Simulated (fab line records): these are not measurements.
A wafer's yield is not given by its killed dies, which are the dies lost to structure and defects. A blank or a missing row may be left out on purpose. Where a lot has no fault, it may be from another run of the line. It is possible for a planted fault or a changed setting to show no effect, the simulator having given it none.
Split-lot trial | flow n5-finfet | on a route of 1938 steps: 7 lots, 21 wafers read

== ON THE SPLIT ==
At N5_MOL_CONTACT_COAG_CONTACT_ETCH_14 (etches SiO2 in C4F6/O2, target depth 27.5 nm, overetch 8.5 nm, time 20 s), the setting source-w was moved away from the recipe's 370 W on 8 of the 21 wafers read, by -8.3% to +16.7%. This setting was run at the recipe's value on the other wafers.

The reading comes from the split's own step.

== THE READING ==
rf-vpp-V, in V, at N5_MOL_CONTACT_COAG_CONTACT_ETCH_14 (etches SiO2 in C4F6/O2, target depth 27.5 nm, overetch 8.5 nm, time 20 s). On this fab line, fault-free wafers typically give 693.3 V with a standard deviation of 2.8 V.

wafer  | tool, chamber at the split | source-w as run, W | against the recipe | rf-vpp-V, V | against lot-mates on the recipe
L075.1 | rie-diel-02, 0             | 370                | recipe             | 687.4       | -
L075.3 | rie-diel-02, 3             | 370                | recipe             | 699.2       | -
L075.6 | rie-diel-02, 0             | 370                | recipe             | 687.6       | -
L081.2 | rie-diel-06, 1             | 407.4              | +10.1%             | 675.7       | -18.6
L081.5 | rie-diel-06, 2             | 407.4              | +10.1%             | 674.1       | -20.2
L081.6 | rie-diel-06, 1             | 370                | recipe             | 694.3       | -
L083.1 | rie-diel-02, 1             | 370                | recipe             | 691.3       | -
L083.3 | rie-diel-02, 2             | 370                | recipe             | 693.9       | -
L083.4 | rie-diel-02, 0             | 370                | recipe             | 687.3       | -
L086.2 | rie-diel-04, 2             | 370                | recipe             | 694.8       | -
L086.4 | rie-diel-04, 0             | 431.8              | +16.7%             | 662.9       | -31.6
L086.6 | rie-diel-04, 3             | 370                | recipe             | 694.2       | -
L088.1 | rie-diel-04, 2             | 340.7              | -7.9%              | 707.2       | +12.8
L088.3 | rie-diel-04, 0             | 370                | recipe             | 694.4       | -
L088.6 | rie-diel-04, 2             | 340.7              | -7.9%              | 706.8       | +12.4
L093.1 | rie-diel-02, 1             | 339.2              | -8.3%              | 709.8       | no lot-mate on the recipe
L093.2 | rie-diel-02, 0             | 339.2              | -8.3%              | 719.1       | no lot-mate on the recipe
L093.4 | rie-diel-02, 3             | 339.2              | -8.3%              | 714.8       | no lot-mate on the recipe
L095.2 | rie-diel-04, 1             | 370                | recipe             | 693.0       | -
L095.4 | rie-diel-04, 3             | 370                | recipe             | 693.6       | -
L095.6 | rie-diel-04, 0             | 370                | recipe             | 693.8       | -

FIT RESULTS
A straight line over all 21 wafers: rf-vpp-V changes by -1.99 V for each +1% of source-w; r = -0.96; the points scatter about the line by 3.8 V.
The same after taking each lot's own level away (the mean of its wafers on the recipe; 18 wafers): -1.83 V for each +1%; r = -0.97; scatter 2.8 V.
On that fit, the largest move of source-w shifts the reading by 31 V.
Measured against the standard deviation above, the lots' own levels, which go from 690.83 to 694.50 V, span 1.3 times it.
So the lot-to-lot level changes the slope little: the two slopes agree.
Check: -30.2 V against its lot-mates is what the line predicts for one of the wafers moved furthest among these (+16.7%) when that wafer is left out of the fit. Against them it came out at -31.6 V.
Tool readings at the split's step, against how far the setting was moved: rf-vpp-V r = -0.96.

== THESE WAFERS: OTHER SPLITS ==
These wafers also went through other splits before the reading. Each is held against what the fit with the lots' levels taken away leaves over:
other split on the same wafers      | wafers away from the commonest value | r with rf-vpp-V (lot level and that fit taken away)
N5_GATE_CUT_DESCUM_18 time-s        | 12                                   | +0.17
N5_MOL_CONTACT_COAG_ETCH_105 bias-w | 6                                    | +0.25

== FILE'S OWN FIT ==
rf-vpp-V changes by -1.85 V for each +1% of source-w, r = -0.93.
